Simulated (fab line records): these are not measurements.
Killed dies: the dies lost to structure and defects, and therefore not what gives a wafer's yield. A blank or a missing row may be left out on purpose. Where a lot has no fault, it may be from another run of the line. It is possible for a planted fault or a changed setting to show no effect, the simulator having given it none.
Struck lot and sound lot, side by side / flow n5Finfet / 19 out of 1938 route steps
Sound: the wafers L822.2, L822.5, L822.6. Wafers L826.1, L826.3, L826.5 were the ones struck. Last of all comes the cause.
Each step with rows lists, per side, the tool, then ch with its chambers, then its first start. Under that, the readings that differ: sound wafers / struck wafers / difference of the means / sigmas: that difference in standard deviations of wafers without a fault.
alike: same words and numbers on both sides, and readings whose means sit less than 2 such deviations apart. not compared: any withheld reading, any reading some wafer has no value for, any bound like >300 that may hide the same value, and any number with overlapping values for which the record gives no deviation.
Wherever a step has rows on one side only, a row that says differs or no value, or a row with sigmas, the two part there. Numbers that have no deviation but don't overlap get no sigmas and don't part them. Lack of a reading on every wafer of one side parts them only where that side has two or more wafers.

N5_PMOS_HMC_CHANNEL_EPI_OVL_MEAS_10:
  sound on overlay-01 ch 0, day 3 05:34; struck on overlay-02 ch 0, day 4 05:15
  alike: PMOS_HMC_BLK_OVL
N5_PMOS_HMC_CHANNEL_EPI_INSPECT_11: inspects for defects (macro).
  struck on defectInspect-01, day 4 05:17; sound on defectInspect-02, day 3 05:35
  alike: rawDefectCount
then, 1 step without rows for these wafers: N5_PMOS_HMC_CHANNEL_EPI_DESCUM_14 (chemistry O2, time 7.9 s).
N5_PMOS_HMC_CHANNEL_EPI_ETCH_32: etches BARC in N2/H2, stops on SiO2, target depth 85.8 nm, time 50.3 s.
  sound on rieDiel-01 ch 1,2,3, day 3 05:59; struck on rieDiel-01 ch 0,2, day 4 05:23
  alike: drypumpMotorCurrentA, oesProductAu, rfVppV, showerheadPlenumPTorr, throttleValvePct
  not compared: rfHoursCounterH
N5_PMOS_HMC_CHANNEL_EPI_HM_OPEN_15: chemistry CHF3/O2, target SiO2, target depth 40.6 nm, time 20.3 s.
  sound on rieDiel-01 ch 1,2,3, day 3 06:02; struck on rieDiel-01 ch 0,2, day 4 05:26
  alike: drypumpMotorCurrentA, oes_f_703_au, oesProductAu, rfVppV, showerheadPlenumPTorr, throttleValvePct
  not compared: rfHoursCounterH
N5_PMOS_HMC_CHANNEL_EPI_STRIP_33: strips in N2/H2.
  sound on rieDiel-01 ch 1,2,3, day 3 06:05; struck on rieDiel-01 ch 0,2, day 4 05:29
  alike: drypumpMotorCurrentA, oesProductAu, rfVppV, showerheadPlenumPTorr, tempC, throttleValvePct
  not compared: rfHoursCounterH
then, 2 steps without rows for these wafers: N5_PMOS_HMC_CHANNEL_EPI_STRIP_17 (strips in SPM, time 750 s); N5_PMOS_HMC_CHANNEL_EPI_ETCH_38 (etches SiO2 in CF4, target depth 1.5 nm).
N5_PMOS_HMC_CHANNEL_EPI_FIN_RECESS_16: chemistry HBr/Cl2, target Si, target depth 54 nm, time 18 s.
  sound on rieSi-02 ch 1,2, day 3 06:25; struck on rieSi-02 ch 1,3, day 4 05:49
  alike: drypumpMotorCurrentA, oesProductAu, throttleValvePct
  not compared: rfHoursCounterH
then, 3 steps without rows for these wafers: N5_PMOS_HMC_CHANNEL_EPI_PRECLEAN_36 (cleans in O3/DIW, time 45 s); N5_PMOS_HMC_CHANNEL_EPI_PRECLEAN_18 (cleans in DHF, time 30 s); N5_PMOS_HMC_CHANNEL_EPI_SRD_19 (time 30 s).
N5_PMOS_HMC_CHANNEL_EPI_EPI_20: deposits SiGe30, target thk 59 nm.
  sound on epiRpcvd-02 ch 0, day 3 06:47; struck on epiRpcvd-02, day 4 05:59
  no value came back on the struck wafers for chamberPressureTorr (Torr), lampInnerPct (%); on the sound wafers chamberPressureTorr (Torr) reads 20.00 19.97 20.04
then, 2 steps without rows for these wafers: N5_PMOS_HMC_CHANNEL_EPI_HM_STRIP_35 (strips SiO2 in dHF, material SiO2, target depth 39.6 nm, time 216 s); N5_PMOS_HMC_CHANNEL_EPI_SRD_39 (time 30 s).
N5_PMOS_HMC_CHANNEL_EPI_CMP_21: polishes SiGe30, target thk 54 nm.
  sound on cmp-01 ch 2,3, day 3 07:56; struck on cmp-03 ch 1,2, day 4 07:27
  alike: motorCurrentA
then, 1 step without rows for these wafers: N5_PMOS_HMC_CHANNEL_EPI_PRECLEAN_40 (cleans in DHF, time 30 s).
N5_BEOL_M4_RC_MEAS_101:
  the record has rows for the sound wafers here (prober-01 ch 0, day 9 06:37) and none for the struck ones
-- here the record skips 11 days between the struck wafers' starts before and after, leaving off in module BEOL_M4 and picking up in module PASSIVATION (first step shown: number 1936 of the route) --
N5_PASSIVATION_PROBE_49:
  struck on prober-02, day 15 10:55; sound on prober-02, day 14 07:37
reading=defectLimitedYield (%); sound=90.8 92.1 91.4; struck=0 0 0; difference=-91; sigmas=-70
reading=killed_at_M0_to_M3; sound=27 44 38; struck=6 4 8; difference=-30; sigmas=-3
reading=killedAtFrontEnd; sound=53 22 46; struck=1166 1173 1171; difference=+1130; sigmas=+99 or more
reading=killedDies; sound=108 93 101; struck=1180 1180 1180; difference=+1079; sigmas=+67
reading=killedOnRim; sound=11 11 20; struck=152 152 152; difference=+138; sigmas=+34
reading=killedOpen; sound=60 64 62; struck=16 8 11; difference=-50; sigmas=-4
reading=killedShort; sound=42 28 30; struck=3 4 7; difference=-29; sigmas=-4
reading=sort_bin_5_function (%); sound=4.7 5.3 4.6; struck=73.7 71.5 72.9; difference=+67.8; sigmas=+80
reading=sortNPass; sound=1072 1087 1079; struck=0 0 0; difference=-1079; sigmas=-67
reading=sortYieldPct (%); sound=90.8 92.1 91.4; struck=0 0 0; difference=-91; sigmas=-65
  alike: killed_at_M4_up, killedAtContacts, killedAtOther, sort_bin_6_memory

## WHERE THEY PART
Last at N5_PASSIVATION_PROBE_49 as far as this record goes, first at N5_PMOS_HMC_CHANNEL_EPI_EPI_20.

WHY: what had been put in by the simulator
Step skipped in full: epiRpcvd-02, at N5_PMOS_HMC_CHANNEL_EPI_EPI_20, from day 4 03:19 onward. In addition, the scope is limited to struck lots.
